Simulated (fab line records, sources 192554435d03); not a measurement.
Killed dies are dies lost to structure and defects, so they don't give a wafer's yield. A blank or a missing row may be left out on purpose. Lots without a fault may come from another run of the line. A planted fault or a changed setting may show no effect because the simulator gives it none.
Problem report in the 8D (eight disciplines) form, filled by code | flow n5_finfet | the parts of the form that need people (team, actions taken, sign-off) are left out

1. THE PROBLEM
bias_w at N5_BEOL_M2_TRENCH_ETCH_37 reads a mean of 156.4 W on 6 wafers of 2 lots; wafers without a fault read 185.0 W with a standard deviation of 0.58. That is -49 standard deviations from the usual mean.
The step: etches SiOC in C4F6/O2, target depth 55.555 nm, time 29.2 s.
First seen on wafer L618.3, day 9 22:50, on rie_diel-03. The record holds 12 wafers of 4 lots with a number at this step. Rule for "out", or "out of limits": more than 4 standard deviations from the usual mean. The other wafers with a number count as sound.

2. WHAT IT IS AND WHAT IT IS NOT
question                    | is                     | is not
which readings at this step | bias_w, rf_vpp_V       | C4F6_flow_sccm, drypump_motor_current_A, oes_product_au, showerhead_plenum_p_Torr
which lots                  | L618, L619             | L613, L627
which wafers of those lots  | all that have a number | -
read on which tools         | rie_diel-03            | rie_diel-01
when                        | from day 9 22:50       | up to then (3 sound wafers); but 3 sound wafers of L627 came after

3. SUSPECTS, AND WHAT RULES EACH OUT
Counting: a tool at a process step up to the reading stays a suspect if it ran every lot that is out and no sound lot after the first of them.
- rie_diel-03 at N5_BEOL_M2_TRENCH_ETCH_37 (etches SiOC in C4F6/O2, target depth 55.555 nm, time 29.2 s): kept. It ran every lot that is out, first L618 (day 9 22:50), and no sound lot after that; its last sound lot up to then is L613 (day 8 07:22). Its own readings are out on those wafers: bias_w, rf_vpp_V.
Left after counting: rie_diel-03 at N5_BEOL_M2_TRENCH_ETCH_37.

4. THE CAUSE (what the simulator had put in)
Process parameter drift: rie_diel-03, from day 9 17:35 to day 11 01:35, at N5_BEOL_M2_TRENCH_ETCH_37. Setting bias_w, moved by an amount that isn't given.
Counting left only this tool.

5. THE CHAIN OF EFFECTS, in route order
Each row: a reading whose mean over the struck wafers that have a number lies more than 3 standard deviations from the usual. Only readings for which the record gives a usual standard deviation are gone through. hours: the time from each lot's start at the first step in this table that gives one to its start at this step, as a median over the lots. sigmas: the change in usual standard deviations.
hours | step                      | reading  | usual   | on struck wafers | change | sigmas
0     | N5_BEOL_M2_TRENCH_ETCH_37 | bias_w   | 185.0 W | 156.4            | -28.6  | -49
0     | N5_BEOL_M2_TRENCH_ETCH_37 | rf_vpp_V | 660 V   | 579              | -81    | -4.8
The process steps in it:
- N5_BEOL_M2_TRENCH_ETCH_37: etches SiOC in C4F6/O2, target depth 55.555 nm, time 29.2 s.
Later measuring or inspecting steps at which every struck wafer that the step has a row for has a number for every such reading, and none has moved that far: N5_BEOL_M4_RC_MEAS_101.

6. WHAT WOULD HAVE CAUGHT IT SOONER
In this record the first reading out of limits was taken at day 9 22:50, 5 hours after the fault began at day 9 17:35.
